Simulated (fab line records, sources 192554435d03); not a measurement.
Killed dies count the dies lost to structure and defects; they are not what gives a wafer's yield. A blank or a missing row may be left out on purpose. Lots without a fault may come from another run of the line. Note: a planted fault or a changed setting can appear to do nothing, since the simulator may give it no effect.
Lot-split experiment | flow n5Finfet | route with 1938 steps; 7 lots, 21 wafers read

== ABOUT THE SPLIT ==
At N5_BEOL_M5_HM_DEP_02 (deposits TiN, target thk 20 nm), the setting targetThkA was moved away from the recipe's 200 angstrom on 7 of the 21 wafers read, by -6.4% to +11.5%. This setting was run at the recipe's value on the other wafers.

== FROM THE SPLIT TO THE READING: what the file shows between them, 5 steps ==
- N5_BEOL_M5_COAT_60: time 60 s, resist thk 12 nm (also split here: timeS)
- N5_BEOL_M5_COAT_71: time 60 s, resist thk 5 nm
- N5_BEOL_M5_COAT_05: resist thk 30 nm
- N5_BEOL_M5_STRIP_73: strips in N2/H2
- N5_BEOL_M5_STRIP_64: strips in CF4

== THE READING ==
etch.depthNm (the simulator's own value, which no gauge read), in nm, at N5_BEOL_M5_HM_OPEN_17 (chemistry Cl2/BCl3, target TiN, target depth 20 nm, overetch 6 nm). There is no usual value for it anywhere in the file. Here, 14 wafers ran the recipe; their average is 20.09 nm with a standard deviation of 0.31 nm.

wafer  | tool, chamber at the split | targetThkA as run, angstrom | against the recipe | etch.depthNm, nm | against lot-mates on the recipe
L076.2 | pvdSputter-01, -           | 200                         | recipe             | 19.99            | -
L076.3 | pvdSputter-01, -           | 187.8                       | -6.1%              | 18.77            | -1.26
L076.4 | pvdSputter-01, -           | 200                         | recipe             | 20.08            | -
L078.1 | pvdSputter-01, -           | 209.5                       | +4.8%              | 21.3             | +1.51
L078.4 | pvdSputter-01, -           | 209.5                       | +4.8%              | 20.91            | +1.12
L078.6 | pvdSputter-01, -           | 200                         | recipe             | 19.79            | -
L079.1 | pvdSputter-02, -           | 187.2                       | -6.4%              | 18.35            | -1.16
L079.2 | pvdSputter-02, -           | 200                         | recipe             | 19.51            | -
L079.4 | pvdSputter-02, -           | 187.2                       | -6.4%              | 18.16            | -1.35
L084.1 | pvdSputter-01, -           | 200                         | recipe             | 20.22            | -
L084.3 | pvdSputter-01, -           | 200                         | recipe             | 20.01            | -
L084.6 | pvdSputter-01, -           | 200                         | recipe             | 19.92            | -
L087.1 | pvdSputter-01, -           | 200                         | recipe             | 20.12            | -
L087.4 | pvdSputter-01, -           | 200                         | recipe             | 19.84            | -
L087.5 | pvdSputter-01, -           | 200                         | recipe             | 20.27            | -
L088.1 | pvdSputter-01, -           | 200                         | recipe             | 20.32            | -
L088.5 | pvdSputter-01, -           | 200                         | recipe             | 20.72            | -
L088.6 | pvdSputter-01, -           | 200                         | recipe             | 20.6             | -
L090.3 | pvdSputter-02, -           | 222.9                       | +11.5%             | 22.22            | +2.37
L090.5 | pvdSputter-02, -           | 200                         | recipe             | 19.85            | -
L090.6 | pvdSputter-02, -           | 222.9                       | +11.5%             | 22.39            | +2.54

FIT RESULTS
A straight line over all 21 wafers: etch.depthNm changes by +0.218 nm for each +1% of targetThkA; r = +0.96; the points scatter about the line by 0.32 nm.
The same after taking each lot's own level away (the mean of its wafers on the recipe; 21 wafers): +0.216 nm for each +1%; r = +0.99; scatter 0.16 nm.
The reading moves by 2.5 nm for the largest change in targetThkA, on that fit.
The span of the lots' own levels, 19.510 to 20.547 nm, comes to 3.3 times the standard deviation stated above.
The two slopes agree, so the slope changes little with the lot-to-lot level.
Check: with one of the wafers moved furthest among these (+11.5%) left out of the fit, the line predicts +2.58 nm for it against its lot-mates. It came out at +2.37 nm against them.

== OTHER SPLITS APPLIED TO THESE WAFERS ==
Before the reading, these wafers also passed through other splits. Each is held against what the fit with the lots' levels taken away leaves over:
other split on the same wafers | wafers away from the commonest value | r with etch.depthNm (lot level and that fit taken away)
N5_BEOL_M4_EXPOSE_08 doseMj    | 4                                    | -0.21
N5_BEOL_M5_COAT_60 timeS       | 6                                    | +0.01

== THE WHOLE CHAIN: every reading that the file lists as answering this split, in the file's order ==
step                  | what it does                                                      | reading                                                                         | change (the file's fit)               | r (the file's)
N5_BEOL_M5_HM_DEP_02  | deposits TiN, target thk 20 nm                                    | TiN_of_BEOL_M5_HM_DEP_02.thkNm (the simulator's own value, which no gauge read) | +0.218 nm for each +1% of the setting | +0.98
N5_BEOL_M5_HM_OPEN_17 | chemistry Cl2/BCl3, target TiN, target depth 20 nm, overetch 6 nm | etch.depthNm (the simulator's own value, which no gauge read)                   | +0.216 nm for each +1% of the setting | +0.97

== THE FILE'S OWN FIT ==
etch.depthNm changes by +0.216 nm for each +1% of targetThkA, r = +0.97.
